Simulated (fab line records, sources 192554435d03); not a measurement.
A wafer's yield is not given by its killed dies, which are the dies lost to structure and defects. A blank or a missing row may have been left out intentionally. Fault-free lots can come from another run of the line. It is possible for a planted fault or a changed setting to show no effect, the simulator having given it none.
Chamber matching -- flow n5 finfet -- N5_FIN_CUT_CUT_ETCH_28 on rie si-01 has 4 sister chambers
The step etches Si in HBr/Cl2/O2, target depth 6 nm, time 2.4 s. 4 wafers are shown with their chamber, then 7 later ones without.

== EACH WAFER AND ITS CHAMBER ==
wafer,chamber,oes product au (a.u.)
L089.3,0,0.985
L089.5,2,1.004
L091.2,3,1.004
L091.5,1,1.007

== WAFERS MISSING THEIR CHAMBER ==
wafer,oes product au (a.u.)
L091.6,0.989
L095.1,1.015
L095.4,1.003
L095.6,0.998
L096.2,0.990
L096.3,1.007
L096.4,1.008

== EACH ONE'S CHAMBER ==
wafer,from the rows above,in truth
L091.6,0,0
L095.1,can't be placed: 1 or 2 or 3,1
L095.4,can't be placed: 2 or 3 or 1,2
L095.6,can't be placed: 2 or 3 or 1 or 0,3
L096.2,can't be placed: 0 or 2 or 3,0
L096.3,can't be placed: 1 or 2 or 3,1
L096.4,can't be placed: 1 or 2 or 3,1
Placed correctly: 1 of 7. From these rows, 6 cannot be placed; in 6 the true chamber is one of the candidates. 0 placed wrongly.
How it was worked out, from the rows above alone: a wafer's distance from a chamber is the root of the sum, over the readings, of the square of ((its reading less the chamber's mean) divided by the reading's scatter). If the next closest chamber is less than 2 further off than the closest, the wafer can't be placed; otherwise it belongs to the closest. Each chamber's mean is taken over the wafers shown for it. The scatter (one wafer shown for each chamber): square how far every hidden wafer sits from the nearest shown wafer, average those squares and take the square root.
